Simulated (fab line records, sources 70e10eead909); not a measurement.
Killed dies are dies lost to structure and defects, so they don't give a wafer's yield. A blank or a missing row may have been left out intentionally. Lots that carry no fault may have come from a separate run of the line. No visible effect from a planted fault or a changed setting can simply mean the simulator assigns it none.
Which tool was responsible? + flow nand_harc + 48 wafers from 16 lots sampled at 5 of the route's 1302 steps

WHAT THE GAUGES READ, wafer by wafer
NHARC_A_ONON_D1_THK_MEAS_02: measures by ellipsometry.
| lot  | measured     | on            | thk_nm (nm)    |
|------|--------------|---------------|----------------|
| L715 | day 7 14:14  | film_metro-02 | 1002 1004 1003 |
| L716 | day 8 01:55  | film_metro-02 | 994 993 995    |
| L717 | day 8 12:41  | film_metro-02 | 971 973 970    |
| L718 | day 9 01:30  | film_metro-02 | 1007 1008 1006 |
| L719 | day 9 08:54  | film_metro-02 | 997 998 997    |
| L720 | day 9 19:53  | film_metro-02 | 1009 1007 1010 |
| L721 | day 10 06:04 | film_metro-01 | 1286 1286 1285 |
| L722 | day 10 20:55 | film_metro-01 | 1264 1264 1266 |
| L723 | day 11 03:25 | film_metro-01 | 1299 1299 1298 |
| L724 | day 11 11:32 | film_metro-01 | 1290 1288 1290 |
| L726 | day 12 06:32 | film_metro-01 | 1001 998 1000  |
| L728 | day 12 22:52 | film_metro-01 | 1016 1014 1017 |
| L730 | day 14 04:02 | film_metro-01 | 1000 999 999   |
| L732 | day 14 22:34 | film_metro-02 | 1007 1007 1007 |
| L735 | day 16 02:16 | film_metro-02 | 1000 1001 1000 |
| L737 | day 16 21:34 | film_metro-01 | 1008 1007 1007 |

NHARC_END_SORT_01.
| lot  | measured     | on        | killed_at_array | killed_at_other | killed_at_periphery | killed_dies | killed_open | killed_short |
|------|--------------|-----------|-----------------|-----------------|---------------------|-------------|-------------|--------------|
| L721 | day 26 12:02 | prober-01 | 674 674 674     | 1 0 0           | 2 3 3               | 677 677 677 | 4 9 2       | 0 0 5        |
| L723 | day 27 10:19 | prober-02 | 669 668         | 5 4             | 3 5                 | 677 677     | 3 7         | 3 6          |

EACH LOT AND THE TOOL THAT RAN IT (in order: tool; ch and the chambers of the sampled wafers; start)
| lot  | NHARC_P_BONDPAD_DEGAS_25     | NHARC_P_BONDPAD_CMP_19        | NHARC_A_ONON_D1_DEP_00           |
|------|------------------------------|-------------------------------|----------------------------------|
| L715 | pvd_sputter-02, day 6 12:37  | cmp-01 ch 1,2,3, day 6 13:44  | pecvd_onon-01 ch 0, day 7 13:44  |
| L716 | pvd_sputter-03, day 7 01:07  | cmp-01 ch 1,2,3, day 7 02:12  | pecvd_onon-01 ch 0, day 8 01:28  |
| L717 | pvd_sputter-01, day 7 11:47  | cmp-02 ch 0,1,3, day 7 12:54  | pecvd_onon-01 ch 0, day 8 12:10  |
| L718 | pvd_sputter-02, day 8 00:19  | cmp-04 ch 0,1,3, day 8 01:25  | pecvd_onon-03 ch 0, day 9 01:00  |
| L719 | pvd_sputter-03, day 8 05:17  | cmp-04 ch 1,3, day 8 06:25    | pecvd_onon-03 ch 0, day 9 08:26  |
| L720 | pvd_sputter-03, day 8 17:27  | cmp-04 ch 0,2, day 8 18:32    | pecvd_onon-01 ch 0, day 9 19:25  |
| L721 | pvd_sputter-02, day 9 02:57  | cmp-02 ch 0,1,2, day 9 04:03  | pecvd_onon-01 ch 0, day 10 05:33 |
| L722 | pvd_sputter-03, day 9 13:54  | cmp-02 ch 0,1, day 9 14:59    | pecvd_onon-01 ch 0, day 10 20:25 |
| L723 | pvd_sputter-03, day 10 01:41 | cmp-02 ch 2,3, day 10 02:46   | pecvd_onon-01 ch 0, day 11 02:55 |
| L724 | pvd_sputter-03, day 10 05:27 | cmp-04 ch 1,3, day 10 06:33   | pecvd_onon-01 ch 0, day 11 11:05 |
| L726 | pvd_sputter-02, day 11 05:47 | cmp-01 ch 0,2,3, day 11 06:56 | pecvd_onon-04 ch 0, day 12 06:05 |
| L728 | pvd_sputter-03, day 11 21:29 | cmp-02 ch 0,1,2, day 11 22:36 | pecvd_onon-04 ch 0, day 12 22:26 |
| L730 | pvd_sputter-03, day 13 02:20 | cmp-02 ch 0,1,2, day 13 03:26 | pecvd_onon-03 ch 0, day 14 03:31 |
| L732 | pvd_sputter-01, day 13 21:41 | cmp-01 ch 1,2,3, day 13 22:46 | pecvd_onon-03 ch 0, day 14 22:04 |
| L735 | pvd_sputter-02, day 15 00:55 | cmp-01 ch 0,1,2, day 15 02:17 | pecvd_onon-03 ch 0, day 16 01:49 |
| L737 | pvd_sputter-01, day 15 16:36 | cmp-01 ch 0,1,2, day 15 17:43 | pecvd_onon-04 ch 0, day 16 21:03 |
- NHARC_P_BONDPAD_DEGAS_25: time 60 s.
- NHARC_P_BONDPAD_CMP_19: polishes, t overpolish 30 s, cu recess touch 16 s, target thk 160.81 nm.
- NHARC_A_ONON_D1_DEP_00: target thk 1000 nm.

WHAT THE TOOLS THEMSELVES READ (means of the sampled wafers that have a number; where no wafer has one, the mark that the record gives instead)
NHARC_P_BONDPAD_DEGAS_25.
| lot  | tool           | heater_power_w (W) |
|------|----------------|--------------------|
| L715 | pvd_sputter-02 | 486                |
| L716 | pvd_sputter-03 | 448                |
| L717 | pvd_sputter-01 | 447                |
| L718 | pvd_sputter-02 | 468                |
| L719 | pvd_sputter-03 | 450                |
| L720 | pvd_sputter-03 | 440                |
| L721 | pvd_sputter-02 | 449                |
| L722 | pvd_sputter-03 | 458                |
| L723 | pvd_sputter-03 | 460                |
| L724 | pvd_sputter-03 | 470                |
| L726 | pvd_sputter-02 | 472                |
| L728 | pvd_sputter-03 | 465                |
| L730 | pvd_sputter-03 | 459                |
| L732 | pvd_sputter-01 | 445                |
| L735 | pvd_sputter-02 | 458                |
| L737 | pvd_sputter-01 | 441                |

NHARC_P_BONDPAD_CMP_19.
| lot  | tool   | motor_current_A (A) | overpolish_run_s (s) |
|------|--------|---------------------|----------------------|
| L715 | cmp-01 | 11.4                | 29.996               |
| L716 | cmp-01 | 11.7                | 29.995               |
| L717 | cmp-02 | 12.3                | 30.004               |
| L718 | cmp-04 | 11.3                | 29.994               |
| L719 | cmp-04 | 12.1                | 30.003               |
| L720 | cmp-04 | 10.4                | 30.003               |
| L721 | cmp-02 | 11.7                | 30.004               |
| L722 | cmp-02 | 11.7                | 29.989               |
| L723 | cmp-02 | 11.7                | 30.006               |
| L724 | cmp-04 | 11.5                | 29.997               |
| L726 | cmp-01 | 11.4                | 30.004               |
| L728 | cmp-02 | 11.7                | 29.998               |
| L730 | cmp-02 | 11.4                | 30.005               |
| L732 | cmp-01 | 11.3                | 30.007               |
| L735 | cmp-01 | 11.7                | 29.996               |
| L737 | cmp-01 | 11.9                | 30.001               |

NHARC_A_ONON_D1_DEP_00.
| lot  | tool          | sih4_flow_sccm (sccm) |
|------|---------------|-----------------------|
| L715 | pecvd_onon-01 | 209.3                 |
| L716 | pecvd_onon-01 | 209.8                 |
| L717 | pecvd_onon-01 | 210.7                 |
| L718 | pecvd_onon-03 | 210.2                 |
| L719 | pecvd_onon-03 | 209.9                 |
| L720 | pecvd_onon-01 | 209.4                 |
| L721 | pecvd_onon-01 | 209.6                 |
| L722 | pecvd_onon-01 | 209.6                 |
| L723 | pecvd_onon-01 | 209.9                 |
| L724 | pecvd_onon-01 | 210.4                 |
| L726 | pecvd_onon-04 | 210.6                 |
| L728 | pecvd_onon-04 | 209.7                 |
| L730 | pecvd_onon-03 | 211.1                 |
| L732 | pecvd_onon-03 | 210.5                 |
| L735 | pecvd_onon-03 | 209.6                 |
| L737 | pecvd_onon-04 | 209.4                 |

THE ANSWER, worked out from the rows above alone
Rule: usual is defined by the lots themselves. Put in order of their means at a reading, lots are off if they are a third of the lots or fewer, leave a main group of 4 or more, and stand apart from it by a gap of 3 or more times the standard deviation of the main group's means; of several such gaps the widest counts. If all means in a main group match to the digits the tables above print for the reading, that group is not used. Also off: a lot with no number at a reading for which 4 or more lots have one. Where the step has rows for the other lots, those lots are counted as sound. After the gauges, taken in route order, come the tools' own readings; for these a lot's mean is taken, as printed above. The first step at which some lot is off is used, and at that step the reading that is off furthest; a lot without a number counts as furthest.
Off: L721, L722, L723, L724, at NHARC_A_ONON_D1_THK_MEAS_02 (thk_nm). Mean 1001 nm and standard deviation 11 in the main group.
A tool fits if, at a process step before that reading, it ran every lot that is off, and no sound lot after the first of them. Gauges at NHARC_A_ONON_D1_THK_MEAS_02: tried the same way as those tools. One fits: pecvd_onon-01 at NHARC_A_ONON_D1_DEP_00. A fault onset in the window from L720 (day 9 19:25, its last sound lot) to L721 (day 10 05:33, its first lot off) fits.

WHAT THE SIMULATOR PUT IN
Process parameter drift: pecvd_onon-01, from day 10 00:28 on, at NHARC_A_ONON_D1_DEP_00. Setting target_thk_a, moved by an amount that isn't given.
Shown lots that were struck: L721, L722, L723, L724. The same result came from the rule above.
